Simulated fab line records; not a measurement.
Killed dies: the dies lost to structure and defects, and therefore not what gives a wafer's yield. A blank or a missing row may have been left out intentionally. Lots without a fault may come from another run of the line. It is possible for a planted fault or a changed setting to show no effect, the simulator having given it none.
fab line records    flow nand_harc
record: lots: 13  wafers: 37  last_day: 33
route steps=1302 shown A_SLIT@942 A_WL_FILL@966
lots with no fault: from the same line, run without faults
start_h: the number of hours between the record's first day and the start of the first shown wafer of the lot    wait_h: time in hours since the lot's previous step    " repeats the value in the row above    L1.1+2: several wafers, shown together as one row    - no value, or no start was given    * or withheld: withheld    < > ~ a bound
route shown NAME@n: names a module that has steps shown in the file, with the first one's number in the route    usual: mean and standard deviation over wafers with no fault    same: alike in all rows    chamber/n: place in a boat    sites: per-site readings    _std_site: their standard deviation    _edge_site: mean of outer sites minus mean of inner sites    radius_mm: for every site, how far away it sits from the centre of the wafer    mask NAME#n: copy n    behind: the last tool/chamber to shape the wafer    hold: why the lot went on hold/how many hours it stayed there/how the hold came to an end    device: which transistor (n, p or np) failed to switch    end of line: tests of these same wafers at the route's end    a step with no rows: only its recipe    killed: the dies lost at the first sort to structure and to defects; this is not the yield of the wafer    map: shows each die of a wafer: x if killed, . if not, _ if none is there
set.NAME: the setting the step ran with; set.NAME@STEP: the setting that earlier step ran with    model.NAME: the simulator's own value behind a step, which no gauge read
route steps across a sampled set of lots; one table per step, one row per wafer
services: the hour from which a tool's chamber was out of use, counted from the record's first day as start_h (under 0 if before that day), plus the number of hours and why
== steps ==
step: NHARC_A_SLIT_ETCH_29
recipe: target_depth_a: 1000  overetch_a: 100  time_s: 55  ion_energy_ev: 100  cf4_flow_sccm: 80  o2_flow_sccm: 20  ar_flow_sccm: 0  rf_w: 300  bias_w: 100  chemistry: CF4/O2
usual: drypump_motor_current_A: 5.4/0.31  oes_ar_750_au: 1.000/0.0047  oes_product_au: 1.000/0.0065  rf_vpp_V: 197.9/1.4  showerhead_plenum_p_Torr: 1.34/0.052  throttle_valve_pct: 13.396/0.0089
lot.wafer  tool         chamber  start_h  wait_h  drypump_motor_current_A  oes_ar_750_au  oes_product_au  rf_hours_counter_h  rf_vpp_V  showerhead_plenum_p_Torr  throttle_valve_pct
L325.3     rie_diel-06  2        461.48   0.1     5.6                      0.999          1.001           8.5                 197.8     1.31                      13.405
L325.2     "            3        "        "       5.5                      0.990          0.998           8.4                 198.3     1.40                      13.414
L325.6     "            2        "        "       5.6                      0.997          1.002           -                   196.8     1.31                      13.404
L326.4     rie_diel-07  3        469.20   0.1     5.8                      1.001          1.008           9.0                 199.0     1.35                      13.396
L326.6     "            3        "        "       5.8                      1.007          1.003           -                   197.1     1.35                      13.388
L326.5     "            0        "        "       5.9                      1.007          1.001           -                   198.5     1.38                      13.392
L327.3     rie_diel-09  0        487.26   0.1     5.5                      1.001          0.993           9.0                 198.7     1.40                      13.400
L327.2     "            1        "        "       4.8                      1.002          1.005           7.6                 198.2     1.37                      13.404
L327.6     "            2        "        "       5.3                      0.999          0.998           -                   195.3     1.33                      13.388
L328.2     rie_diel-09  2        487.28   0.1     5.3                      1.007          1.001           6.6                 198.4     1.33                      13.387
L328.4     "            0        "        "       5.5                      0.994          0.999           9.0                 199.3     1.39                      13.391
L328.5     "            3        "        "       5.7                      1.009          1.008           -                   196.9     1.26                      13.387
L329.1     rie_diel-06  2        500.40   0.1     5.6                      1.002          0.993           0.7                 197.4     1.31                      13.393
L329.3     "            3        "        "       5.6                      0.999          0.998           1.1                 200.2     1.40                      13.399
L329.6     "            3        "        "       5.6                      1.008          0.997           -                   198.0     1.40                      13.397
L331.4     rie_diel-07  1        531.39   0.1     5.7                      0.998          1.002           3.2                 198.7     1.38                      13.396
L331.1     "            2        "        "       5.1                      1.001          1.010           1.7                 195.5     1.25                      13.394
L331.2     "            3        "        "       5.8                      1.001          1.010           3.3                 198.4     1.34                      13.401
L333.1     rie_diel-06  2        546.81   0.1     5.6                      0.994          0.995           3.9                 197.9     1.31                      13.392
L333.3     "            0        "        "       5.2                      1.001          0.997           5.1                 199.4     1.36                      13.391
L333.5     "            2        "        "       5.6                      0.999          1.000           -                   197.4     1.31                      13.394
L334.3     rie_diel-06  3        553.72   0.1     5.6                      1.003          1.004           6.8                 198.9     1.40                      13.408
L334.5     "            2        "        "       5.6                      0.994          0.992           -                   197.8     1.31                      13.394
L334.6     "            3        "        "       5.6                      0.992          1.001           -                   198.8     1.40                      13.407
L339.3     rie_diel-07  1        609.00   0.1     5.7                      1.003          1.014           9.2                 198.1     1.38                      13.401
L339.2     "            2        "        "       5.1                      1.004          1.004           6.3                 196.8     1.24                      13.404
L341.2     rie_diel-09  1        612.77   0.1     4.8                      1.000          1.008           4.4                 198.4     1.37                      13.386
L341.1     "            2        "        "       5.3                      0.999          1.009           4.9                 197.6     1.33                      13.407
L346.4     rie_diel-07  2        671.27   0.1     5.1                      1.000          1.004           0.9                 196.2     1.24                      13.393
L346.3     "            3        "        "       5.8                      1.004          0.998           0.9                 198.7     1.34                      13.393
L346.1     "            0        "        "       5.9                      0.998          1.002           0.8                 198.2     1.38                      13.397
L348.1     rie_diel-06  3        681.62   0.1     5.6                      0.999          0.990           1.9                 198.7     1.40                      13.395
L348.3     "            1        "        "       5.0                      1.006          0.998           1.0                 195.7     1.26                      13.404
L348.4     "            3        "        "       5.6                      1.006          0.994           -                   198.5     1.40                      13.378
L347.2     rie_diel-07  1        682.50   0.1     5.7                      0.997          1.010           1.1                 199.3     1.38                      13.389
L347.4     "            1        "        "       5.7                      1.007          0.998           -                   198.5     1.38                      13.404
L347.6     "            2        "        "       5.2                      1.001          0.998           -                   195.1     1.24                      13.403
step: NHARC_A_WL_FILL_ETCHBACK_16
recipe: target_depth_a: 1200  time_s: 24  c4f8_flow_sccm: withheld  o2_flow_sccm: 8  ar_flow_sccm: withheld  rf_w: 600  bias_w: 800  chemistry: C4F8/O2/Ar
usual: oes_product_au: 0.97/0.035  rf_vpp_V: 722/4.1
lot.wafer  tool         chamber  start_h  wait_h  oes_product_au  rf_hours_counter_h  rf_vpp_V
L325.2     rie_diel-10  1        -        -       1.00            3.6                 723
L325.3     "            3        "        "       1.01            3.5                 718
L325.6     "            2        "        "       0.99            -                   725
L326.4     rie_diel-01  1        -        -       0.92            2.4                 721
L326.5     "            0        "        "       0.91            -                   727
L326.6     "            1        "        "       0.92            -                   722
L328.4     rie_diel-10  2        -        -       0.92            4.4                 725
L328.2     "            1        "        "       0.93            4.4                 723
L328.5     "            3        "        "       0.94            -                   719
L327.3     rie_diel-03  0        -        -       0.99            1.3                 718
L327.2     "            2        "        "       1.00            1.1                 729
L327.6     "            3        "        "       0.98            -                   725
L329.1     rie_diel-01  1        -        -       0.94            2.8                 722
L329.3     "            3        "        "       0.96            2.4                 728
L329.6     "            1        "        "       0.94            -                   722
L331.1     rie_diel-01  3        -        -       0.93            3.3                 728
L331.4     "            0        "        "       0.91            3.9                 727
L331.2     "            1        "        "       0.93            3.7                 721
L333.3     rie_diel-10  1        -        -       1.00            7.9                 722
L333.1     "            2        "        "       1.00            8.0                 724
L333.5     "            1        "        "       1.00            -                   723
L334.3     rie_diel-10  1        -        -       1.01            8.3                 723
L334.5     "            3        "        "       1.00            -                   719
L334.6     "            0        "        "       1.01            -                   717
L339.2     rie_diel-03  1        -        -       0.92            4.7                 718
L339.3     "            2        "        "       0.93            5.0                 728
L341.2     rie_diel-01  1        -        -       1.01            1.8                 721
L341.1     "            3        "        "       0.99            2.0                 727
L346.3     rie_diel-01  1        -        -       0.93            3.2                 722
L346.4     "            2        "        "       0.92            3.4                 719
L346.1     "            0        "        "       0.92            3.4                 725
L348.3     rie_diel-10  1        -        -       0.99            5.2                 723
L348.1     "            2        "        "       1.00            5.1                 725
L348.4     "            0        "        "       1.00            -                   717
L347.2     rie_diel-03  2        -        -       0.99            2.0                 728
L347.4     "            1        "        "       0.98            1.6                 718
L347.6     "            3        "        "       0.99            -                   727
step: NHARC_A_WL_FILL_ETCHBACK_26
recipe: target_depth_a: 520  time_s: 13.3  hbr_flow_sccm: 150  rf_w: 350  icp_w: 350  bias_w: 60  chemistry: HBr
usual: drypump_motor_current_A: 5.8/0.32  oes_product_au: 1.000/0.0063  throttle_valve_pct: 23.265/0.0084
lot.wafer  tool       chamber  start_h  wait_h  drypump_motor_current_A  oes_product_au  rf_hours_counter_h  throttle_valve_pct
L325.3     rie_si-03  1        491.86   0.4     5.4                      0.996           0.5                 23.264
L325.2     "          3        "        "       5.9                      0.998           0.6                 23.276
L325.6     "          1        "        "       5.4                      0.991           -                   23.277
L326.4     rie_si-01  3        494.12   0.4     6.3                      0.998           0.9                 23.264
L326.6     "          0        "        "       5.6                      0.992           -                   23.263
L326.5     "          1        "        "       5.6                      0.992           -                   23.269
L327.3     rie_si-03  1        511.46   0.4     5.3                      1.009           0.6                 23.270
L327.2     "          3        "        "       5.9                      0.994           0.7                 23.268
L327.6     "          2        "        "       5.7                      0.997           -                   23.258
L328.4     rie_si-05  2        511.48   0.4     6.2                      0.999           0.0                 23.269
L328.2     "          3        "        "       5.6                      1.001           0.1                 23.269
L328.5     "          2        "        "       6.2                      1.001           -                   23.271
L329.1     rie_si-01  2        525.28   0.4     5.4                      0.997           1.4                 23.270
L329.3     "          0        "        "       5.6                      0.997           1.0                 23.266
L329.6     "          1        "        "       5.7                      0.996           -                   23.257
L331.2     rie_si-05  2        555.57   0.4     6.2                      0.995           0.3                 23.244
L331.1     "          3        "        "       5.6                      1.007           0.3                 23.277
L331.4     "          0        "        "       6.3                      1.004           0.4                 23.261
L333.3     rie_si-05  2        572.03   0.4     6.2                      0.992           0.5                 23.283
L333.1     "          3        "        "       5.6                      1.002           0.5                 23.252
L333.5     "          3        "        "       5.6                      1.006           -                   23.274
L334.3     rie_si-01  1        578.20   0.4     5.6                      0.996           0.1                 23.277
L334.5     "          2        "        "       5.4                      0.990           -                   23.274
L334.6     "          3        "        "       6.2                      0.992           -                   23.272
L339.2     rie_si-01  3        633.42   0.4     6.2                      1.006           0.4                 23.254
L339.3     "          1        "        "       5.6                      1.390           0.5                 23.267
L341.1     rie_si-01  3        636.98   0.4     6.2                      1.383           0.4                 23.269
L341.2     "          2        "        "       5.4                      0.998           0.6                 23.266
L346.1     rie_si-05  2        695.47   0.4     6.2                      1.004           0.1                 23.259
L346.4     "          3        "        "       5.6                      0.996           0.0                 23.269
L346.3     "          0        "        "       6.3                      0.997           0.1                 23.259
L347.4     rie_si-01  0        707.44   0.4     5.6                      0.996           0.9                 23.261
L347.2     "          2        "        "       5.4                      0.984           1.0                 23.261
L347.6     "          1        "        "       5.6                      0.994           -                   23.263
L348.4     rie_si-05  1        707.45   0.4     5.7                      1.011           0.1                 23.279
L348.1     "          2        "        "       6.2                      1.012           0.1                 23.263
L348.3     "          3        "        "       5.6                      1.006           0.1                 23.263
step: NHARC_A_WL_FILL_INSPECT_15
usual: raw_defect_count: 448/110
lot.wafer  tool               chamber  start_h  wait_h  raw_defect_count
L325.2     defect_inspect-01  -        492.98   0.0     585
L325.3     "                  -        "        "       402
L325.6     "                  -        "        "       315
L326.4     defect_inspect-01  -        495.22   0.0     418
L326.5     "                  -        "        "       354
L326.6     "                  -        "        "       483
L327.2     defect_inspect-02  -        512.58   0.0     660
L327.3     "                  -        "        "       636
L327.6     "                  -        "        "       401
L328.2     defect_inspect-01  -        512.58   0.0     396
L328.4     "                  -        "        "       394
L328.5     "                  -        "        "       418
L329.1     defect_inspect-01  -        526.38   0.0     393
L329.3     "                  -        "        "       321
L329.6     "                  -        "        "       421
L331.1     defect_inspect-01  -        556.68   0.0     595
L331.2     "                  -        "        "       562
L331.4     "                  -        "        "       300
L333.1     defect_inspect-01  -        573.15   0.0     381
L333.3     "                  -        "        "       300
L333.5     "                  -        "        "       430
L334.3     defect_inspect-01  -        579.28   0.0     437
L334.5     "                  -        "        "       453
L334.6     "                  -        "        "       427
L339.2     defect_inspect-02  -        634.54   0.0     539
L339.3     "                  -        "        "       507
L341.1     defect_inspect-02  -        638.90   0.0     282
L341.2     "                  -        "        "       463
L346.1     defect_inspect-02  -        696.60   0.0     514
L346.3     "                  -        "        "       498
L346.4     "                  -        "        "       336
L348.1     defect_inspect-02  -        708.55   0.0     495
L348.3     "                  -        "        "       358
L348.4     "                  -        "        "       392
L347.2     defect_inspect-01  -        708.56   0.0     496
L347.4     "                  -        "        "       562
L347.6     "                  -        "        "       411
== services ==
tool         chamber  start_h  hours  kind
rie_diel-01  1        438.25   13.3   repair
rie_diel-01  3        453.98   7.3    repair
rie_diel-01  0        460.68   2.5    repair
rie_si-05    -        465.56   23.0   repair
rie_diel-07  -        471.20   9.0    pm
rie_diel-01  3        481.15   2.7    repair
rie_diel-07  2        483.11   7.7    repair
rie_diel-06  -        484.20   9.0    pm
rie_si-01    3        487.95   2.8    repair
rie_diel-01  0        501.21   8.1    repair
rie_si-05    3        533.68   8.7    repair
rie_si-01    -        547.00   9.0    pm
rie_diel-01  -        557.80   9.0    pm
rie_diel-07  -        580.20   0.3    repair
rie_diel-10  -        596.70   9.0    pm
rie_diel-01  -        612.16   2.3    repair
rie_diel-07  -        648.20   9.0    pm
rie_diel-10  3        651.13   2.1    repair
rie_diel-06  -        661.20   9.0    pm
rie_si-05    3        662.86   4.3    repair
rie_si-05    -        665.52   9.0    pm
rie_diel-06  0        680.35   5.9    repair
rie_diel-07  0        680.51   26.3   repair
rie_diel-10  3        693.78   14.4   repair
== key ==
first_sign: step: NHARC_A_WL_FILL_ETCHBACK_26  reading: oes_product_au  direction: up  sigmas: 61  usual: 1.000  struck: 1.387
effect none on later readings
met_at NHARC_A_WL_FILL_ETCHBACK_26
struck_lots L339,L341
struck_wafers L339.3,L341.1
tester_left_out L339,L341
not_acting_at NHARC_A_SLIT_ETCH_29,NHARC_A_WL_FILL_ETCHBACK_16,NHARC_A_WL_FILL_INSPECT_15
onset_between 578.20 633.42
fault: kind: process_parameter_drift  tool: rie_si-01  chamber: -  onset_h: 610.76  steps: NHARC_A_WL_FILL_ETCHBACK_26  channel: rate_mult  offset: 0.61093  shape: step  end_h: 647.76  scope: struck_wafers_only
tester_left_out: of these lots the tester's yield and bins aren't shown, on N5 and GAA mostly nor the transistor test; their killed dies are dies lost to structure and defects alone, not to doping, threshold or leakage, so they don't give the yield
